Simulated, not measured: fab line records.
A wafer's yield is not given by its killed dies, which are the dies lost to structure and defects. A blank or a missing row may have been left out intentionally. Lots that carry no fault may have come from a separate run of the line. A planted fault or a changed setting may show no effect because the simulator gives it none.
Comparing a struck lot with a sound one ; flow n5-finfet ; 38 steps out of a route of 1938
Sound: these wafers, L469.1, L469.4, L469.5. The struck wafers were L475.1, L475.3, L475.5. The cause is given at the end.
Each step with rows lists, per side, the tool, then ch with its chambers, then its first start. Under that, the readings that differ: sound wafers ; struck wafers ; difference of the means ; sigmas: that difference in standard deviations of wafers without a fault.
alike: a reading whose means differ by less than 2 such deviations, as well as words and numbers matching on both sides. not compared: withheld readings; readings where some wafer has no value; bounds like >300 that might hide an equal value; numbers whose values overlap and for which the record gives no deviation.
A row with sigmas, a row that says differs or no value, or rows on one side alone: a step with any of these is where the two part. Numbers that don't overlap but have no deviation are shown without sigmas and don't part them. A reading that every wafer of one side lacks parts them only if that side has two wafers or more.

first, 9 steps without rows for these wafers: N5_STI_FIN_REVEAL_SRD_21 (time 30 s); N5_STI_FIN_REVEAL_OXIDATION_33 (chemistry O2 PLASMA REMOTE, time 20 s); N5_STI_FIN_REVEAL_CLEAN_19 (cleans in O3/DIW, time 120 s); N5_STI_FIN_REVEAL_SRD_23 (time 30 s); N5_STI_FIN_REVEAL_PRECLEAN_18 (cleans in SC2, time 45 s); N5_STI_FIN_REVEAL_SRD_28 (time 30 s); N5_DUMMY_GATE_PRECLEAN_00 (cleans in O3/DIW, time 60 s); N5_DUMMY_GATE_SRD_01 (time 30 s); N5_DUMMY_GATE_ALD_02 (deposits SiO2, target thk 2 nm, pulse time 1 s).
N5_DUMMY_GATE_CVD_03: deposits a-Si from SiH4, target thk 150 nm, time 8042 s.
  sound on lpcvd-01 ch 0/65,0/79,0/84, day 3 13:22; struck on lpcvd-01 ch 0/40,0/50,0/59, day 5 03:29
then, 3 steps without rows for these wafers: N5_DUMMY_GATE_PRECLEAN_46 (cleans in DIW, time 89.5 s); N5_DUMMY_GATE_SRD_47 (dry time 32 s); N5_DUMMY_GATE_CMP_04 (polishes a-Si).
N5_DUMMY_GATE_THK_MEAS_05:
  sound: film-metro-01 at day 3 17:21; struck: film-metro-02 at day 5 09:17
reading;sound;struck;difference;sigmas
thk-nm (nm);71.4 71.1 71.6;55.8 57.1 54.6;-15.5;-14
then, 21 steps without rows for these wafers: N5_DUMMY_GATE_HM_DEP_06 (deposits SiNx from DCS/NH3, target thk 80 nm, time 5141 s); N5_DUMMY_GATE_PECVD_30 (deposits SiO2 from TEOS/O2, target thk 55 nm, time 10.8 s); N5_DUMMY_GATE_COAT_34 (time 60 s, resist thk 60 nm); N5_DUMMY_GATE_COAT_35 (time 60 s, resist thk 10 nm); N5_DUMMY_GATE_COAT_28 (time 60 s, resist thk 10 nm); N5_DUMMY_GATE_COAT_09 (resist thk 30 nm); N5_DUMMY_GATE_EBR_11; N5_DUMMY_GATE_SOFTBAKE_10 (time 60 s); N5_DUMMY_GATE_EXPOSE_12 (exposes mask GATE, target cd 25 nm); N5_DUMMY_GATE_PEB_13 (peb time 60 s); N5_DUMMY_GATE_DEVELOP_14 (develop time 30 s); N5_DUMMY_GATE_DESCUM_20 (chemistry O2, time 6.2 s); N5_DUMMY_GATE_ETCH_29 (etches underlayer in N2/H2, target depth 13 nm); N5_DUMMY_GATE_ETCH_36 (etches SiARC in CF4, target depth 13 nm); N5_DUMMY_GATE_ETCH_37 (etches SOC in N2/H2, target depth 60 nm, overetch 30 nm); N5_DUMMY_GATE_STRIP_38 (strips in N2/H2); N5_DUMMY_GATE_STRIP_39 (strips in N2/H2); N5_DUMMY_GATE_TRIM_49 (chemistry O2, time 29 s, target cd 14 nm); N5_DUMMY_GATE_STRIP_40 (strips in CF4); N5_DUMMY_GATE_ETCH_31 (etches SiO2 in C4F6/O2, target depth 82.5 nm, time 27.5 s); N5_DUMMY_GATE_STRIP_41 (strips in O2).
N5_DUMMY_GATE_ETCH_44: etches poly-Si in HBr/O2, stops on SiO2, target depth 127.5 nm.
  sound on rie-si-01 ch 2,3, day 3 22:38; struck on rie-si-02 ch 0,2, day 5 14:37
reading;sound;struck;difference;sigmas
oes-product-au (a.u.);0.708 0.701 0.718;0.628 0.675 0.666;-0.053;-4
  alike: O2_flow_sccm, drypump-motor-current-A, throttle-valve-pct
  not compared: rf-hours-counter-h
N5_SDB_THK_MEAS_31:
  sound: film-metro-01 at day 4 20:32; struck: film-metro-02 at day 6 14:56
reading;sound;struck;difference;sigmas
SDB_THK (nm);63.7 63.3 63.9;48.0 49.4 46.8;-15.6;-14
-- the record jumps here: 10 days lie between the struck wafers' starts before and after (it left off in module SDB and takes up again in module PASSIVATION, whose first step shown is number 1936 of the route) --
N5_PASSIVATION_PROBE_49:
  sound: prober-02 at day 14 02:50; struck: prober-02 at day 16 07:55
  alike: killed_at_M0_to_M3, killed_at_M4_up, killed-at-contacts, killed-at-front-end, killed-at-other, killed-dies, killed-open, killed-short

## WHERE THEY PART
First at N5_DUMMY_GATE_THK_MEAS_05; last, within this record, at N5_SDB_THK_MEAS_31. Later steps at which nothing parts them and some readings are alike: N5_PASSIVATION_PROBE_49.

WHY: the cause the simulator had injected
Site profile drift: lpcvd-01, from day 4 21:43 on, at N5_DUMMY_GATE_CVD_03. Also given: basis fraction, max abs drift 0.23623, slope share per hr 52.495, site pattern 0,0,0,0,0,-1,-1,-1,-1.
